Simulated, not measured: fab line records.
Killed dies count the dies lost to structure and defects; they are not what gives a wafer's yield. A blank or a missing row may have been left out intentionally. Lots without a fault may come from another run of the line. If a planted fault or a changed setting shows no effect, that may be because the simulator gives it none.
Comparing a struck lot with a sound one	flow n5 finfet	22 out of 1938 route steps
Sound: these wafers, L259.4, L259.5, L259.6. Wafers struck: L246.4, L246.6. The cause is named last.
Each step with rows lists, per side, the tool, then ch with its chambers, then its first start. Under that, the readings that differ: sound wafers	struck wafers	difference of the means	sigmas: that difference in standard deviations of wafers without a fault.
alike: same words and numbers on both sides, and readings whose means sit less than 2 such deviations apart. not compared: any withheld reading, any reading some wafer has no value for, any bound like >300 that may hide the same value, and any number with overlapping values for which the record gives no deviation.
The two part at a step that has a row with sigmas, a row that says differs or no value, or rows on one side only. Non-overlapping numbers with no deviation appear without sigmas and do not part them. Lack of a reading on every wafer of one side parts them only where that side has two or more wafers.

first, 9 steps without rows for these wafers: N5_GATE_CUT_COAT_27 (time 60 s, resist thk 10 nm); N5_GATE_CUT_COAT_07 (resist thk 30 nm); N5_GATE_CUT_EBR_09; N5_GATE_CUT_SOFTBAKE_08 (time 60 s); N5_GATE_CUT_EXPOSE_10 (exposes mask GATE CUT, target cd 20 nm); N5_GATE_CUT_PEB_11 (peb time 60 s); N5_GATE_CUT_DEVELOP_12 (develop time 30 s); N5_GATE_CUT_DESCUM_18 (chemistry O2, time 7 s); N5_GATE_CUT_ETCH_28 (etches underlayer in N2/H2, target depth 13 nm, time 10.4 s).
N5_GATE_CUT_ETCH_36: etches SiARC in CF4, target depth 13 nm, time 21.7 s.
  sound on rie diel-03 ch 0,1, day 9 15:34; struck on rie diel-01 ch 0,1, day 6 06:12
  no value came back on the struck wafers for any of 8 readings (bias w (W), cf4 flow sccm (sccm) and others); on the sound wafers bias w (W) reads 35.98 36.04 36.08
reading	sound	struck	difference	sigmas
model.CAR-EUV_of_GATE_CUT_COAT_07.thk nm (nm)	7 7 7	14.6 14.6	+7.6	
  not compared: rf hours counter h
N5_GATE_CUT_ETCH_37: etches SOC in N2/H2, target depth 60 nm, overetch 12 nm, time 90 s.
  sound on rie diel-03 ch 0,1, day 9 15:35; struck on rie diel-01 ch 0,1, day 6 06:14
reading	sound	struck	difference	sigmas
oes product au (a.u.)	0.83 0.83 0.66	0.29 0.27	-0.49	-7
  alike: bias w, chamber pressure mTorr, drypump motor current A, rf vpp V, showerhead plenum p Torr, throttle valve pct
  not compared: rf hours counter h
then, 2 steps without rows for these wafers: N5_GATE_CUT_STRIP_38 (strips in N2/H2); N5_GATE_CUT_STRIP_39 (strips in N2/H2).
N5_GATE_CUT_HM_OPEN_40: chemistry C4F6/O2, target SiO2, target depth 139 nm, time 85.1 s.
  sound on rie diel-03 ch 0,1, day 9 15:40; struck on rie diel-01 ch 0,1, day 6 06:19
reading	sound	struck	difference	sigmas
etch rf on time s (s)	92.1 90.6 91.7	212.8 212.8	+121.3	+67
oes product au (a.u.)	0.85 0.85 0.67	0.29 0.27	-0.51	-7
  alike: drypump motor current A, rf vpp V, showerhead plenum p Torr, throttle valve pct
  not compared: rf hours counter h
then, 2 steps without rows for these wafers: N5_GATE_CUT_STRIP_41 (strips in CF4); N5_GATE_CUT_STRIP_42 (strips in O2).
N5_GATE_CUT_ETCH_19: etches SiNx in CH3F/O2, target depth 53.7 nm, time 76.7 s.
  sound on rie diel-03 ch 0,1, day 9 15:47; struck on rie diel-01 ch 0,1, day 6 06:26
reading	sound	struck	difference	sigmas
etch rf on time s (s)	74.4 74.5 76.3	191.7 191.7	+116.6	+99 or more
oes product au (a.u.)	0.80 0.80 0.62	0.29 0.27	-0.46	-7
  alike: CH3F_flow_sccm, O2_flow_sccm, drypump motor current A, rf vpp V, showerhead plenum p Torr, throttle valve pct
  not compared: rf hours counter h
N5_GATE_CUT_CUT_ETCH_53: etches W in SF6/Cl2, target depth 79.2 nm.
  sound on rie metal-01 ch 0,1, day 9 15:55; struck on rie metal-01 ch 0,1, day 6 06:34
reading	sound	struck	difference	sigmas
etch rf on time s (s)	25.3 25.3 25.8	34.3 34.3	+8.8	+15
oes product au (a.u.)	0.57 0.57 0.57	0.24 0.24	-0.33	-3
throttle valve pct (%)	29.04 29.04 29.25	27.63 27.82	-1.38	-5
  alike: SF6_flow_sccm, bias w, drypump motor current A
  not compared: rf hours counter h
N5_GATE_CUT_CUT_ETCH_54: etches TiN in Cl2/BCl3, target depth 96.7 nm.
  sound on rie metal-01 ch 0,1, day 9 15:59; struck on rie metal-01 ch 0,1, day 6 06:37
reading	sound	struck	difference	sigmas
etch rf on time s (s)	35.7 35.8 36.6	47.9 47.9	+11.9	+14
oes product au (a.u.)	0.57 0.56 0.57	0.23 0.23	-0.34	-3
throttle valve pct (%)	22.39 22.38 22.53	22.89 23.03	+0.53	+2
  alike: bcl3 flow sccm, bias w, drypump motor current A
  not compared: rf hours counter h
N5_GATE_CUT_CUT_ETCH_55: etches HfO2 in BCl3, target depth 3.2 nm.
  sound on rie metal-01 ch 0,1, day 9 16:02; struck on rie metal-01 ch 0,1, day 6 06:40
reading	sound	struck	difference	sigmas
oes product au (a.u.)	0.62 0.61 0.61	0.24 0.24	-0.37	-3
  alike: bcl3 flow sccm, bias w, drypump motor current A, throttle valve pct
  not compared: rf hours counter h
N5_BEOL_M4_RC_MEAS_101:
  the record has rows for the sound wafers here (prober-01 ch 0, day 14 19:16) and none for the struck ones
-- record jumps: 9 days separate the struck wafers' starts on either side; left off in module BEOL_M4, taken up again in module PASSIVATION, whose first shown step is the route's number 1936 --
N5_PASSIVATION_PROBE_49:
  sound: prober-01 at day 19 16:58; struck: prober-02 at day 15 13:19
reading	sound	struck	difference	sigmas
killed at front end	48 55 28	1121	+1077	+90
killed dies	103 109 85	1180	+1081	+68
killed on rim	19 17 14	152	+135	+31
  alike: killed_at_M0_to_M3, killed_at_M4_up, killed at contacts, killed at other, killed open, killed short

## WHERE THEY PART
First at N5_GATE_CUT_ETCH_36; last, within this record, at N5_PASSIVATION_PROBE_49.

WHY: whatever the simulator had introduced
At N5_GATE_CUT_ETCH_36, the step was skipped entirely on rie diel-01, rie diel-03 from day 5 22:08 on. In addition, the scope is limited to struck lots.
